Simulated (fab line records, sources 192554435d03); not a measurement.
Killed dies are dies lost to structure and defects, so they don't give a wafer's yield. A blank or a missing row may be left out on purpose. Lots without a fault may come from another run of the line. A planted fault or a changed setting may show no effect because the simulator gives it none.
fab line records | flow n5_finfet
record lots=5 wafers=15 last_day=20
route steps=1938 shown BEOL_M14@1745
lots that met no fault: from a run of the same line without faults
start_h: hours from the record's first day to the start of the lot's first wafer shown | wait_h: hours since the lot's step before | " the same as in the row above | L1.1+2: a row that stands for several wafers | - no value, or no start given | * or withheld: withheld | < > ~ a bound
route shown NAME@n: a module of which the file shows steps, and the number in the route of the first | usual: mean/standard deviation of fault-free wafers | same: alike in all rows | chamber/n: place in a boat | sites: the reading at each site | _std_site: their standard deviation | _edge_site: outer sites' mean less inner sites' | radius_mm: how far each site lies from the wafer's centre | mask NAME#n: copy n | behind: the tool/chamber that last shaped the wafer | hold: why the lot was held/for how many hours/how that ended | device: the transistor (n, p or np) that didn't switch | end of line: the same wafers' tests at the end of the route | a step without rows: its recipe alone | killed: dies lost to structure and defects at the first sort, not the wafer's yield | map: a wafer's dies, x killed, . not, _ none there
set.NAME: the setting as run; set.NAME@STEP: as run at that earlier step | model.NAME: the simulator's own value behind a step, which no gauge read
lots at some steps of the route; a table a step, a row a wafer
services: from which hour (start_h, from the record's first day; less than 0 if before it) a tool's chamber was out of use, for how many hours, and why
## steps
# step N5_BEOL_M14_HARDBAKE_32
# recipe temp_c=130 time_s=120
# usual resist_line_temp_C=22.99/0.13
# same time_s=120
# columns lot.wafer tool chamber start_h wait_h resist_line_temp_C
L074.1 litho_track-05 0 - - 23.17
L074.2 " 0 " " 23.12
L074.6 " 0 " " 23.19
L084.1 litho_track-03 0 - - 23.10
L084.2 " 0 " " 23.06
L084.4 " 0 " " 23.03
L091.2 litho_track-02 0 - - 23.11
L091.5 " 0 " " 22.97
L091.6 " 0 " " 22.97
L093.1 litho_track-05 0 - - 23.13
L093.2 " 0 " " 23.07
L093.4 " 0 " " 23.02
L094.3 litho_track-05 0 - - 22.87
L094.4 " 0 " " 22.89
L094.5 " 0 " " 22.93
# step N5_BEOL_M14_CD_MEAS_28
# recipe target_cd_nm=284.4 landing_energy_ev=500 detector=se_inlens
# usual cd_nm=284.9/1.1
# columns lot.wafer tool chamber start_h wait_h cd_nm
L074.1 cd_sem-01 0 281.81 - 284.1
L074.2 " 0 " " 285.2
L074.6 " 0 " " 283.0
L084.1 cd_sem-02 0 361.05 - 286.1
L084.2 " 0 " " 284.7
L084.4 " 0 " " 285.7
L091.2 cd_sem-03 0 405.75 - 286.7
L091.5 " 0 " " 285.9
L091.6 " 0 " " 285.5
L093.1 cd_sem-03 0 408.75 - 285.3
L093.2 " 0 " " 285.5
L093.4 " 0 " " 285.2
L094.3 cd_sem-01 0 452.47 - 284.1
L094.4 " 0 " " 283.9
L094.5 " 0 " " 285.6
# step N5_BEOL_M14_OVL_MEAS_29
# recipe points_per_wafer=44
# usual M14_OVL=3/4.9
# columns lot.wafer tool chamber start_h wait_h M14_OVL[nm]
L074.1 overlay-02 0 281.84 0.0 2
L074.2 " 0 " " 3
L074.6 " 0 " " 5
L084.1 overlay-01 0 361.08 0.0 6
L084.2 " 0 " " 9
L084.4 " 0 " " 6
L091.2 overlay-01 0 405.77 0.0 4
L091.5 " 0 " " 0
L091.6 " 0 " " 5
L093.1 overlay-02 0 408.78 0.0 5
L093.2 " 0 " " 5
L093.4 " 0 " " 7
L094.3 overlay-02 0 452.50 0.0 4
L094.4 " 0 " " 7
L094.5 " 0 " " 7
# step N5_BEOL_M14_INSPECT_30
# recipe mode=adi inspect_instrument=macro
# usual raw_defect_count=1.9/1.5
# columns lot.wafer tool chamber start_h wait_h raw_defect_count
L074.1 defect_inspect-01 - 281.86 0.0 2
L074.2 " - " " 1
L074.6 " - " " 4
L084.1 defect_inspect-02 - 361.10 0.0 0
L084.2 " - " " 2
L084.4 " - " " 1
L091.2 defect_inspect-01 - 405.80 0.0 0
L091.5 " - " " 4
L091.6 " - " " 3
L093.1 defect_inspect-02 - 408.80 0.0 7
L093.2 " - " " 3
L093.4 " - " " 1
L094.3 defect_inspect-01 - 452.53 0.0 3
L094.4 " - " " 2
L094.5 " - " " 0
# step N5_BEOL_M14_DESCUM_33
# recipe chemistry=O2 time_s=7.9 source_power_w=50 bias_power_w=20 pressure_mtorr=20 rf_frequency_hz=2.712e+07 temp_c=40 o2_flow_sccm=225
# usual drypump_motor_current_A=5.8/0.43 oes_product_au=0.81/0.097 rf_vpp_V=243.1/1 showerhead_plenum_p_Torr=2.08/0.039 throttle_valve_pct=20.31/0.23
# same time_s=7.9
# columns lot.wafer tool chamber start_h wait_h drypump_motor_current_A oes_product_au rf_hours_counter_h rf_vpp_V showerhead_plenum_p_Torr throttle_valve_pct
L074.1 rie_diel-02 0 282.45 0.6 6.2 0.81 104 244.5 2.11 20.44
L074.2 " 2 " " 4.9 0.71 209 242.4 2.07 20.75
L074.6 " 3 " " 5.8 0.97 - 244.1 2.13 20.19
L084.1 rie_diel-04 0 361.13 0.0 6.0 0.87 34 240.7 2.05 20.04
L084.2 " 1 " " 5.3 0.91 16 242.4 2.13 20.00
L084.4 " 3 " " 5.3 0.91 - 244.8 2.13 20.25
L091.2 rie_diel-02 3 405.83 0.0 5.8 0.87 52 242.9 2.12 20.25
L091.5 " 3 " " 5.8 0.87 - 243.4 2.12 20.24
L091.6 " 2 " " 4.9 0.68 - 242.3 2.06 20.79
L093.1 rie_diel-02 2 408.84 0.0 4.9 0.67 247 241.4 2.06 20.79
L093.2 " 3 " " 5.8 0.87 54 243.9 2.12 20.26
L093.4 " 0 " " 6.2 0.75 - 245.0 2.10 20.50
L094.3 rie_diel-04 2 452.56 0.0 6.3 0.91 26 243.2 2.05 20.22
L094.4 " 0 " " 6.0 0.83 67 241.5 2.03 20.12
L094.5 " 1 " " 5.3 0.85 - 244.0 2.12 20.05
# step N5_BEOL_M14_ETCH_67
# recipe chemistry=CF4 target=SiARC target_depth_a=1430 time_s=238.3 ion_energy_ev=80 pressure_mtorr=40 source_w=545 bias_w=36 Ar_flow_sccm=100 cf4_flow_sccm=100 ends=cleared
# usual bias_w=35.99/0.11 drypump_motor_current_A=5.8/0.43 etch_rf_on_time_s=238/3.3 oes_product_au=0.69/0.083 rf_vpp_V=184.0/1.1 showerhead_plenum_p_Torr=2.13/0.041 throttle_valve_pct=15.51/0.26
# columns lot.wafer tool chamber start_h wait_h bias_w drypump_motor_current_A etch_rf_on_time_s oes_product_au rf_hours_counter_h rf_vpp_V showerhead_plenum_p_Torr throttle_valve_pct
L074.1 rie_diel-02 0 282.49 0.0 35.90 6.2 239 0.68 104 183.7 2.15 15.56
L074.2 " 2 " " 36.20 4.9 241 0.59 209 183.9 2.12 15.93
L074.6 " 3 " " 35.96 5.8 233 0.83 - 184.3 2.19 15.37
L084.1 rie_diel-04 0 361.17 0.0 35.94 6.0 235 0.73 34 183.0 2.10 15.22
L084.2 " 1 " " 36.10 5.4 243 0.78 16 184.6 2.19 15.23
L084.4 " 3 " " 35.98 5.4 234 0.77 - 185.4 2.19 15.47
L091.2 rie_diel-02 3 405.87 0.0 35.94 5.8 238 0.73 52 184.6 2.17 15.45
L091.5 " 3 " " 35.98 5.8 235 0.74 - 186.0 2.17 15.45
L091.6 " 2 " " 35.80 4.9 242 0.57 - 183.6 2.11 16.01
L093.1 rie_diel-02 2 408.87 0.0 36.02 4.9 238 0.58 247 182.6 2.11 16.01
L093.2 " 3 " " 35.92 5.8 237 0.73 54 186.5 2.17 15.44
L093.4 " 0 " " 36.16 6.2 240 0.64 - 185.4 2.14 15.65
L094.3 rie_diel-04 2 452.60 0.0 36.05 6.2 233 0.77 26 184.9 2.10 15.34
L094.4 " 0 " " 35.88 6.0 237 0.69 67 182.4 2.09 15.29
L094.5 " 1 " " 35.84 5.3 239 0.72 - 185.2 2.17 15.28
# step N5_BEOL_M14_ETCH_68
# recipe chemistry=N2/H2 target=SOC mask_material=SiARC source_w=3000 bias_w=350 temp_c=40 time_s=450 ion_energy_ev=200 pressure_mtorr=30 n2_flow_sccm=200 h2_flow_sccm=200
# usual bias_w=350.1/1.1 drypump_motor_current_A=5.8/0.43 oes_product_au=0.81/0.098 rf_vpp_V=523.5/1.7 showerhead_plenum_p_Torr=2.53/0.053 throttle_valve_pct=17.66/0.25
# same time_s=450
# columns lot.wafer tool chamber start_h wait_h bias_w drypump_motor_current_A oes_product_au rf_hours_counter_h rf_vpp_V showerhead_plenum_p_Torr throttle_valve_pct
L074.1 rie_diel-02 0 282.63 0.1 351.2 6.2 0.80 104 524.0 2.56 17.71
L074.2 " 2 " " 349.6 4.9 0.71 209 524.1 2.52 18.14
L074.6 " 3 " " 351.0 5.8 0.96 - 525.7 2.61 17.62
L084.1 rie_diel-04 0 361.32 0.1 349.5 6.0 0.87 35 522.4 2.49 17.44
L084.2 " 1 " " 349.9 5.4 0.92 16 526.3 2.60 17.42
L084.4 " 3 " " 348.1 5.3 0.90 - 524.3 2.59 17.65
L091.2 rie_diel-02 3 406.01 0.1 353.1 5.8 0.86 52 524.4 2.59 17.68
L091.5 " 3 " " 350.0 5.8 0.85 - 525.9 2.59 17.70
L091.6 " 2 " " 348.8 4.9 0.67 - 523.6 2.50 18.20
L093.1 rie_diel-02 2 409.02 0.1 348.6 4.9 0.68 247 522.2 2.50 18.18
L093.2 " 3 " " 351.9 5.8 0.85 54 524.1 2.59 17.70
L093.4 " 0 " " 349.0 6.2 0.77 - 522.7 2.53 17.79
L094.3 rie_diel-04 2 452.74 0.1 349.1 6.2 0.91 26 520.8 2.49 17.46
L094.4 " 0 " " 348.6 6.0 0.83 67 522.0 2.48 17.49
L094.5 " 1 " " 351.5 5.4 0.84 - 525.3 2.59 17.46
# step N5_BEOL_M14_STRIP_69
# recipe chemistry=N2/H2 temp_c=40 n2_flow_sccm=200 h2_flow_sccm=200 rf_frequency_hz=6e+07
# columns lot.wafer tool chamber start_h wait_h
L074.1+2+6 rie_diel-02 0,2,3 282.90 0.1
L084.1+2+4 rie_diel-04 0,1,3 361.58 0.1
L091.2+5+6 rie_diel-02 3,3,2 406.28 0.1
L093.1+2+4 rie_diel-02 2,3,0 409.28 0.1
L094.3+4+5 rie_diel-04 2,0,1 453.01 0.1
# step N5_BEOL_M14_TRENCH_ETCH_34
# recipe chemistry=C4F8/O2/Ar target=SiO2 target_depth_a=5566.5 mask_material=SOC he_inner_torr=15 he_outer_torr=30 time_s=126.9 ion_energy_ev=800 pressure_mtorr=20 source_w=1905 bias_w=2040 Ar_flow_sccm=400 C4F8_flow_sccm=16 O2_flow_sccm=12
# usual bias_w=2039/6.1 drypump_motor_current_A=5.8/0.43 oes_product_au=0.81/0.097 rf_vpp_V=2227/14 showerhead_plenum_p_Torr=3.43/0.066 throttle_valve_pct=30.79/0.22
# same time_s=126.9
# columns lot.wafer tool chamber start_h wait_h bias_w drypump_motor_current_A oes_product_au rf_hours_counter_h rf_vpp_V showerhead_plenum_p_Torr throttle_valve_pct
L074.1 rie_diel-02 0 282.91 0.0 2046 6.2 0.79 104 2240 3.45 30.83
L074.2 " 2 " " 2031 4.9 0.70 209 2243 3.41 31.16
L074.6 " 3 " " 2039 5.8 0.96 - 2228 3.50 30.73
L084.1 rie_diel-04 0 361.59 0.0 2050 6.0 0.87 35 2220 3.36 30.54
L084.2 " 1 " " 2031 5.3 0.90 17 2245 3.51 30.59
L084.4 " 3 " " 2036 5.3 0.90 - 2194 3.51 30.96
L091.2 rie_diel-02 3 406.29 0.0 2031 5.9 0.86 52 2227 3.48 30.75
L091.5 " 3 " " 2033 5.8 0.86 - 2226 3.48 30.77
L091.6 " 2 " " 2040 4.9 0.67 - 2241 3.39 31.21
L093.1 rie_diel-02 2 409.29 0.0 2044 4.9 0.68 248 2241 3.39 31.23
L093.2 " 3 " " 2036 5.8 0.86 54 2226 3.48 30.77
L093.4 " 0 " " 2037 6.2 0.76 - 2237 3.43 30.89
L094.3 rie_diel-04 2 453.02 0.0 2041 6.2 0.91 27 2222 3.36 30.62
L094.4 " 0 " " 2031 6.0 0.82 67 2218 3.35 30.56
L094.5 " 1 " " 2029 5.4 0.84 - 2242 3.49 30.61
# step N5_BEOL_M14_STRIP_70
# recipe chemistry=C4F8/O2/Ar resist=SiARC rf_frequency_hz=6e+07
# columns lot.wafer tool chamber start_h wait_h
L074.1+2+6 rie_diel-02 0,2,3 283.02 0.1
L084.1+2+4 rie_diel-04 0,1,3 361.70 0.1
L091.2+5+6 rie_diel-02 3,3,2 406.40 0.1
L093.1+2+4 rie_diel-02 2,3,0 409.41 0.1
L094.3+4+5 rie_diel-04 2,0,1 453.13 0.1
# step N5_BEOL_M14_OCD_MEAS_35
# usual trench_depth_nm=558/8.9
# columns lot.wafer tool chamber start_h wait_h trench_depth_nm
L074.1 ocd-01 - 283.06 0.0 553
L074.2 " - " " 552
L074.6 " - " " 567
L084.1 ocd-02 - 361.74 0.0 563
L084.2 " - " " 549
L084.4 " - " " 565
L091.2 ocd-02 - 406.44 0.0 554
L091.5 " - " " 555
L091.6 " - " " 545
L093.1 ocd-02 - 409.45 0.0 550
L093.2 " - " " 563
L093.4 " - " " 549
L094.3 ocd-02 - 453.17 0.0 569
L094.4 " - " " 562
L094.5 " - " " 547
# step N5_BEOL_M14_STRIP_37
# recipe chemistry=O2 power_w=600 temp_c=60 pressure_mtorr=30 rf_frequency_hz=6e+07 bias_power_w=0 overash_fraction=0.3 o2_flow_sccm=225
# usual drypump_motor_current_A=5.8/0.42 oes_product_au=0.80/0.1 rf_vpp_V=3.7/1 showerhead_plenum_p_Torr=2.08/0.04 throttle_valve_pct=16.57/0.24
# same overash_fraction=0.3
# columns lot.wafer tool chamber start_h wait_h drypump_motor_current_A oes_product_au rf_hours_counter_h rf_vpp_V showerhead_plenum_p_Torr throttle_valve_pct
L074.1 rie_diel-04 0 287.09 4.0 6.0 0.94 7 4.5 2.06 16.23
L074.2 " 2 " " 6.2 0.71 224 4.3 2.08 16.79
L074.6 " 1 " " 5.4 0.67 - 2.6 2.14 16.69
L084.1 rie_diel-04 0 370.88 9.1 6.0 0.86 39 2.5 2.05 16.26
L084.2 " 1 " " 5.3 0.90 20 2.9 2.13 16.24
L084.4 " 3 " " 5.4 0.89 - 3.4 2.13 16.47
L091.2 rie_diel-05 1 408.34 1.9 6.3 0.77 123 3.1 2.02 16.52
L091.5 " 2 " " 5.7 0.91 - 3.1 2.06 16.23
L091.6 " 0 " " 6.2 0.69 - 3.8 2.07 16.87
L093.1 rie_diel-05 2 412.18 2.7 5.7 0.90 21 3.2 2.06 16.22
L093.2 " 1 " " 6.3 0.78 124 6.2 2.02 16.54
L093.4 " 0 " " 6.1 0.68 - 2.4 2.07 16.85
L094.3 rie_diel-02 2 454.46 1.3 4.9 1.00 2 5.8 2.06 16.60
L094.4 " 0 " " 6.2 0.74 - 5.0 2.09 16.78
L094.5 " 2 " " 4.9 0.99 - 3.0 2.06 16.62
# step N5_BEOL_M14_ETCH_38
# recipe chemistry=CF4/N2 target=SiCN target_depth_a=1065 taper_deg=2 time_s=120.6 ion_energy_ev=150 mask_material=SiO2 pressure_mtorr=40 source_w=430 bias_w=70 Ar_flow_sccm=100 cf4_flow_sccm=60 n2_flow_sccm=60
# usual bias_w=70.02/0.25 drypump_motor_current_A=5.8/0.42 oes_product_au=0.80/0.1 rf_vpp_V=382.1/1.4 showerhead_plenum_p_Torr=2.20/0.044 throttle_valve_pct=15.35/0.24
# same time_s=120.6
# columns lot.wafer tool chamber start_h wait_h bias_w drypump_motor_current_A oes_product_au rf_hours_counter_h rf_vpp_V showerhead_plenum_p_Torr throttle_valve_pct
L074.1 rie_diel-04 0 - - 70.25 6.0 0.94 7 381.0 2.17 14.99
L074.2 " 2 " " 70.25 6.2 0.72 224 380.6 2.18 15.53
L074.6 " 1 " " 69.63 5.3 0.67 - 382.8 2.26 15.52
L084.1 rie_diel-04 0 - - 69.93 6.0 0.85 39 381.7 2.16 15.05
L084.2 " 1 " " 69.80 5.3 0.90 20 383.8 2.25 15.07
L084.4 " 3 " " 70.15 5.3 0.90 - 383.6 2.25 15.30
L091.2 rie_diel-05 1 - - 70.05 6.3 0.77 123 381.7 2.13 15.28
L091.5 " 2 " " 70.29 5.7 0.91 - 381.2 2.17 14.94
L091.6 " 0 " " 70.26 6.1 0.68 - 382.8 2.18 15.63
L093.1 rie_diel-05 2 - - 69.66 5.7 0.91 21 381.7 2.17 14.94
L093.2 " 1 " " 70.09 6.3 0.77 124 379.4 2.13 15.29
L093.4 " 0 " " 70.39 6.2 0.69 - 381.3 2.18 15.64
L094.3 rie_diel-02 2 - - 69.98 4.9 0.98 2 381.7 2.17 15.34
L094.4 " 0 " " 69.59 6.2 0.73 - 383.3 2.19 15.53
L094.5 " 2 " " 70.07 4.9 0.99 - 380.7 2.17 15.37
# step N5_BEOL_M14_PRECLEAN_39
# recipe chemistry=residue_remover time_s=60 temp_c=40
# same time_s=60
# columns lot.wafer tool chamber start_h wait_h
L074.1+2+6 wet_bench-04 4,0,7 287.28 -
L084.1+2+4 wet_bench-01 1,3,7 371.08 -
L091.2+5+6 wet_bench-02 4,6,2 408.53 -
L093.1+2+4 wet_bench-04 5,4,6 412.38 -
L094.3+4+5 wet_bench-04 4,1,5 454.66 -
# step N5_BEOL_M14_SRD_40
# recipe time_s=30 temp_c=23 rinse_liquid=diw dry=n2_spin spin_rpm=1500 dry_time_s=30
# same time_s=30
# columns lot.wafer tool chamber start_h wait_h
L074.1+2+6 wet_bench-04 4,0,7 287.30 0.0
L084.1+2+4 wet_bench-01 1,3,7 371.10 0.0
L091.2+5+6 wet_bench-02 4,6,2 408.55 0.0
L093.1+2+4 wet_bench-04 5,4,6 412.40 0.0
L094.3+4+5 wet_bench-04 4,1,5 454.68 0.0
# step N5_BEOL_M14_DEGAS_41
# recipe ambient=vacuum temp_c=300 time_s=60
# usual heater_power_w=464/41
# same time_s=60
# columns lot.wafer tool chamber start_h wait_h heater_power_w
L074.1 pvd_sputter-02 - 287.85 0.5 469
L074.2 " - " " 470
L074.6 " - " " 471
L084.1 pvd_sputter-03 - 371.42 0.3 401
L084.2 " - " " 500
L084.4 " - " " 507
L091.2 pvd_sputter-03 - 409.01 0.4 494
L091.5 " - " " 516
L091.6 " - " " 416
L093.1 pvd_sputter-01 - 412.90 0.5 525
L093.2 " - " " 461
L093.4 " - " " 404
L094.3 pvd_sputter-02 - 454.88 0.2 469
L094.4 " - " " 482
L094.5 " - " " 484
# step N5_BEOL_M14_PRE_CLEAN_42
# recipe gas=H2/He time_s=30 temp_c=300
# usual heater_power_w=464/41
# same time_s=30
# columns lot.wafer tool chamber start_h wait_h heater_power_w
L074.1 pvd_sputter-02 - 287.89 0.0 470
L074.2 " - " " 468
L074.6 " - " " 474
L084.1 pvd_sputter-03 - 371.46 0.0 414
L084.2 " - " " 497
L084.4 " - " " 507
L091.2 pvd_sputter-03 - 409.05 0.0 493
L091.5 " - " " 511
L091.6 " - " " 410
L093.1 pvd_sputter-01 - 412.94 0.0 512
L093.2 " - " " 459
L093.4 " - " " 404
L094.3 pvd_sputter-02 - 454.92 0.0 467
L094.4 " - " " 469
L094.5 " - " " 484
# step N5_BEOL_M14_SPUTTER_43
# recipe material=TaN target_thk_a=150 temp_c=50 bias_v=168.6 power_w=15000 chamber_pressure_pa=0.12 time_s=24.19
# usual chamber_pressure_pa=0.12/0.00026 throttle_valve_pct=29.9/1.1
# same time_s=24.19
# columns lot.wafer tool chamber start_h wait_h chamber_pressure_pa throttle_valve_pct
L074.1 pvd_sputter-02 - 287.93 0.0 0.12068 27.2
L074.2 " - " " 0.11957 30.9
L074.6 " - " " 0.1208 27.1
L084.1 pvd_sputter-03 - 371.50 0.0 0.11954 29.7
L084.2 " - " " 0.11999 30.4
L084.4 " - " " 0.12028 28.9
L091.2 pvd_sputter-03 - 409.09 0.0 0.11988 28.8
L091.5 " - " " 0.12017 28.9
L091.6 " - " " 0.11993 29.7
L093.1 pvd_sputter-01 - 412.98 0.0 0.12009 28.8
L093.2 " - " " 0.11963 29.7
L093.4 " - " " 0.11974 30.5
L094.3 pvd_sputter-02 - 454.96 0.0 0.12014 30.8
L094.4 " - " " 0.12019 30.4
L094.5 " - " " 0.12018 30.4
# step N5_BEOL_M14_SPUTTER_44
# recipe material=Ta target_thk_a=150 temp_c=50 bias_v=80 power_w=15000 chamber_pressure_pa=0.07 time_s=24.19
# usual chamber_pressure_pa=0.07001/0.00015 throttle_valve_pct=29.9/1.1
# same time_s=24.19
# columns lot.wafer tool chamber start_h wait_h chamber_pressure_pa throttle_valve_pct
L074.1 pvd_sputter-02 - 288.01 0.0 0.06999 27.4
L074.2 " - " " 0.07 30.8
L074.6 " - " " 0.07009 27.2
L084.1 pvd_sputter-03 - 371.58 0.0 0.07022 29.8
L084.2 " - " " 0.06997 30.7
L084.4 " - " " 0.07029 29.2
L091.2 pvd_sputter-03 - 409.17 0.0 0.0702 29.0
L091.5 " - " " 0.07031 29.1
L091.6 " - " " 0.06993 29.6
L093.1 pvd_sputter-01 - 413.06 0.0 0.06996 28.7
L093.2 " - " " 0.06984 29.6
L093.4 " - " " 0.06993 30.5
L094.3 pvd_sputter-02 - 455.04 0.0 0.06984 30.9
L094.4 " - " " 0.07031 30.3
L094.5 " - " " 0.07011 30.5
# step N5_BEOL_M14_SPUTTER_45
# recipe material=Cu target_thk_a=1000 temp_c=-20 bias_v=60 power_w=26000 chamber_pressure_pa=0.13 time_s=16.67
# usual chamber_pressure_pa=0.12999/0.00027 throttle_valve_pct=29.9/1.1
# same time_s=16.67
# columns lot.wafer tool chamber start_h wait_h chamber_pressure_pa throttle_valve_pct
L074.1 pvd_sputter-02 - 288.09 0.0 0.13001 27.0
L074.2 " - " " 0.12937 30.9
L074.6 " - " " 0.12996 27.2
L084.1 pvd_sputter-03 - 371.66 0.0 0.13001 29.8
L084.2 " - " " 0.12973 30.4
L084.4 " - " " 0.12978 29.1
L091.2 pvd_sputter-03 - 409.25 0.0 0.12997 28.7
L091.5 " - " " 0.12984 29.0
L091.6 " - " " 0.1306 29.6
L093.1 pvd_sputter-01 - 413.14 0.0 0.12976 28.7
L093.2 " - " " 0.12974 29.7
L093.4 " - " " 0.12977 30.6
L094.3 pvd_sputter-02 - 455.12 0.0 0.12992 31.0
L094.4 " - " " 0.13025 30.6
L094.5 " - " " 0.12992 30.3
# step N5_BEOL_M14_ECD_47
# recipe material=Cu target_thk_a=12480
# columns lot.wafer tool chamber start_h wait_h
L074.1+2+6 ecd_cu-01 1,0,1 288.20 0.1
L084.1+2+4 ecd_cu-01 0,1,1 371.78 0.1
L091.2+5+6 ecd_cu-02 0,0,1 409.36 0.1
L093.1+2+4 ecd_cu-01 1,0,1 413.26 0.1
L094.3+4+5 ecd_cu-02 0,1,0 455.30 0.1
# step N5_BEOL_M14_ANNEAL_48
# recipe temp_c=225 time_s=90 ambient=N2
# usual anneal_temp_c=225.00/0.18 wafer_temp_C_max=225.94/0.26
# same time_s=90
# columns lot.wafer tool chamber start_h wait_h anneal_temp_c wafer_temp_C_max
L074.1 rtp_anneal-02 0 289.11 0.9 225.11 226.05
L074.2 " 0 " " 224.97 226.31
L074.6 " 0 " " 224.89 226.36
L084.1 rtp_anneal-02 0 372.26 0.4 225.02 225.73
L084.2 " 0 " " 224.95 226.16
L084.4 " 0 " " 224.93 226.51
L091.2 rtp_anneal-02 0 409.60 0.2 225.02 225.98
L091.5 " 0 " " 225.00 225.77
L091.6 " 0 " " 225.00 226.10
L093.1 rtp_anneal-02 0 413.50 0.2 224.83 226.31
L093.2 " 0 " " 225.01 225.52
L093.4 " 0 " " 225.08 225.79
L094.3 rtp_anneal-01 0 455.52 0.2 224.86 225.88
L094.4 " 0 " " 224.91 225.86
L094.5 " 0 " " 225.04 226.23
## services
# columns tool chamber start_h hours kind
rie_diel-04 2 263.68 2.8 repair
ecd_cu-01 - 267.58 4.6 pm
ecd_cu-01 - 272.30 4.7 repair
rie_diel-04 - 278.67 4.3 pm
ecd_cu-02 - 283.48 4.1 repair
ecd_cu-01 - 296.99 1.2 repair
rie_diel-05 1 302.74 4.3 repair
rie_diel-02 2 303.28 3.9 repair
ecd_cu-02 - 321.67 1.0 repair
rie_diel-02 2 364.20 19.8 repair
ecd_cu-02 - 382.50 1.1 repair
wet_bench-04 - 384.14 2.3 repair
rie_diel-02 1 387.70 4.1 repair
rie_diel-02 1 391.96 - clean
rie_diel-02 1 391.96 - consumable_replace:focus_ring
rie_diel-02 1 391.96 27.9 scheduled_down
rie_diel-02 1 391.96 27.9 vent_cycle
rie_diel-04 3 393.95 5.8 repair
rie_diel-04 0 402.36 3.0 repair
pvd_sputter-03 - 415.65 1.7 repair
rie_diel-02 - 419.96 0.5 repair
rie_diel-02 - 438.94 0.8 repair
rie_diel-02 1 453.70 15.3 repair
rie_diel-02 - 455.48 15.6 pm
## key
fault none
